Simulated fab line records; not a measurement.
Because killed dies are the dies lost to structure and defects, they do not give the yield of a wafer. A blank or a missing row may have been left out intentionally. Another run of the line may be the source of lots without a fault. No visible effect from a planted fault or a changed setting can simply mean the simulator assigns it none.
Comparing a struck lot with a sound one / flow nand_harc / 34 steps out of a route of 1302
Sound: wafers L971.1, L971.3, L971.5. Struck: wafer L987.4 (L987.2, L987.3, from the same lot, were not struck and are left out); the cause is given at the end.
At each step with rows: each side's tool, then ch and its chambers, then its first start. Under that, the readings that differ: sound wafers / struck wafers / difference of the means / sigmas: that difference in standard deviations of wafers without a fault.
alike: readings whose means differ by less than 2 such deviations, and words and numbers that are the same on both sides. not compared: withheld readings, readings that some wafer has no value for, bounds like >300 that may hide the same value, and numbers for which the record gives no deviation and whose values overlap.
A row with sigmas, a row that says differs or no value, or rows on one side alone: a step with any of these is where the two part. Non-overlapping numbers with no deviation appear without sigmas and do not part them. Lack of a reading on every wafer of one side parts them only where that side has two or more wafers.

NHARC_THIN_TSV_ETCHBACK_48: etches the open film in C4F8/Ar, target depth 1028.5 nm, time 405.17 s.
  sound on rie_diel-08 ch 0,2,3, day 25 13:44; struck on rie_diel-12 ch 3, day 31 05:27
  alike: oes_product_au, rf_fwd_power_W, rf_vpp_V
  not compared: rf_hours_counter_h
then, 1 step without rows for these wafers: NHARC_THIN_TSV_STRIP_62 (strips in N2/H2, time 20 s).
NHARC_THIN_TSV_DEGAS_49: time 120 s.
  sound: pvd_sputter-03 at day 25 14:15; struck: pvd_sputter-02 at day 31 05:57
  alike: heater_power_w, susceptor_temp_C
then, 1 step without rows for these wafers: NHARC_THIN_TSV_PRE_CLEAN_50 (time 30 s).
NHARC_THIN_TSV_PVD_19: deposits TaN, target thk 20 nm.
  sound on pvd_sputter-03; struck on pvd_sputter-02
  alike: throttle_valve_pct
NHARC_THIN_TSV_PVD_51: deposits Cu, target thk 100 nm.
  sound on pvd_sputter-03; struck on pvd_sputter-02
  alike: throttle_valve_pct
then, 4 steps without rows for these wafers: NHARC_THIN_TSV_ECD_20 (material Cu, target thk 2000 nm); NHARC_THIN_TSV_ANNEAL_52 (time 90 s); NHARC_THIN_TSV_CMP_21 (polishes, t overpolish 30 s, target thk 2000 nm); NHARC_THIN_TSV_SRD_23.
NHARC_THIN_TSV_DEGAS_53: time 60 s.
  sound: pvd_sputter-02 at day 25 16:13; struck: pvd_sputter-01 at day 31 07:56
  alike: heater_power_w, susceptor_temp_C
NHARC_THIN_TSV_PRE_CLEAN_54: time 30 s.
  sound: pvd_sputter-02 at day 25 16:20; struck: pvd_sputter-01 at day 31 08:01
reading=susceptor_temp_C (C); sound=- - -; struck=279.75; difference=no value on the sound wafers; sigmas=
  alike: heater_power_w
then, 10 steps without rows for these wafers: NHARC_THIN_TSV_PVD_55 (deposits TiN, target thk 50 nm); NHARC_THIN_TSV_PVD_24 (deposits Al, target thk 800 nm); NHARC_THIN_TSV_DEHYDRATE_25 (time 120 s); NHARC_THIN_TSV_HMDS_26 (time 30 s); NHARC_THIN_TSV_COAT_27; NHARC_THIN_TSV_SOFTBAKE_28 (time 95 s); NHARC_THIN_TSV_EBR_29; NHARC_THIN_TSV_EXPOSE_30 (exposes mask PAD); NHARC_THIN_TSV_PEB_31 (peb time 85 s); NHARC_THIN_TSV_DEVELOP_32 (time 70 s).
NHARC_THIN_TSV_CD_MEAS_33 targets a cd of 5000 nm.
  sound on cd_sem-02 ch 0, day 25 17:23; struck on cd_sem-02 ch 0, day 31 08:58
  alike: cd_nm
then, 6 steps without rows for these wafers: NHARC_THIN_TSV_HARDBAKE_34 (time 80 s); NHARC_THIN_TSV_DESCUM_35 (chemistry O2, time 3 s); NHARC_THIN_TSV_ETCH_59 (etches the open film in Cl2/BCl3, target depth 880 nm, time 138.1 s); NHARC_THIN_TSV_ETCH_36 (etches the open film in Cl2/BCl3, target depth 65 nm, time 18.571 s); NHARC_THIN_TSV_STRIP_56 (strips in O2); NHARC_THIN_TSV_STRIP_57 (strips in post etch residue remover, time 1200 s).
NHARC_THIN_TSV_CD_MEAS_37:
  sound: cd_sem-01 at day 25 18:49; struck: cd_sem-02 at day 31 10:23
  alike: cd_nm
then, 1 step without rows for these wafers: NHARC_THIN_TSV_ANNEAL_58 (time 1800 s).
NHARC_THIN_TSV_INSPECT_40:
  sound: defect_inspect-02 at day 25 22:34; struck: defect_inspect-02 at day 31 14:55
reading=raw_defect_count; sound=515 537 544; struck=1058; difference=+526; sigmas=+6
NHARC_END_WLT_00:
  sound: prober-01 at day 25 22:37; struck: prober-02 at day 31 15:28
reading=VT_DECK1_BOTTOM; sound=0.877 0.879 0.877; struck=0.862; difference=-0.016; sigmas=-2
reading=VT_DECK1_TOP_INNER; sound=0.905 0.899 0.904; struck=0.885; difference=-0.018; sigmas=-2
  alike: VT_DECK1_BOTTOM_INNER, VT_DECK1_MEDIAN_NEAR_BOTTOM, VT_DECK1_MEDIAN_NEAR_BOTTOM_INNER, VT_DECK1_MIDDLE, VT_DECK1_MIDDLE_INNER, VT_DECK1_TOP, VT_DECK2_BOTTOM, VT_DECK2_BOTTOM_INNER, VT_DECK2_MEDIAN_NEAR_BOTTOM, VT_DECK2_MEDIAN_NEAR_BOTTOM_INNER, VT_DECK2_MIDDLE, VT_DECK2_MIDDLE_INNER, VT_DECK2_TOP, VT_DECK2_TOP_INNER
NHARC_END_SORT_01:
  at this point the record logs the struck wafers (prober-02 ch 0, day 31 20:20) and has no rows for the sound ones

== WHERE THEY PART ==
Earliest at NHARC_THIN_TSV_PRE_CLEAN_54; latest, in this record, at NHARC_END_SORT_01.

WHY: the cause the simulator had injected
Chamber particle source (pvd_sputter-01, NHARC_THIN_TSV_PRE_CLEAN_54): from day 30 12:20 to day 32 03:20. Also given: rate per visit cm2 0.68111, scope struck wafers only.
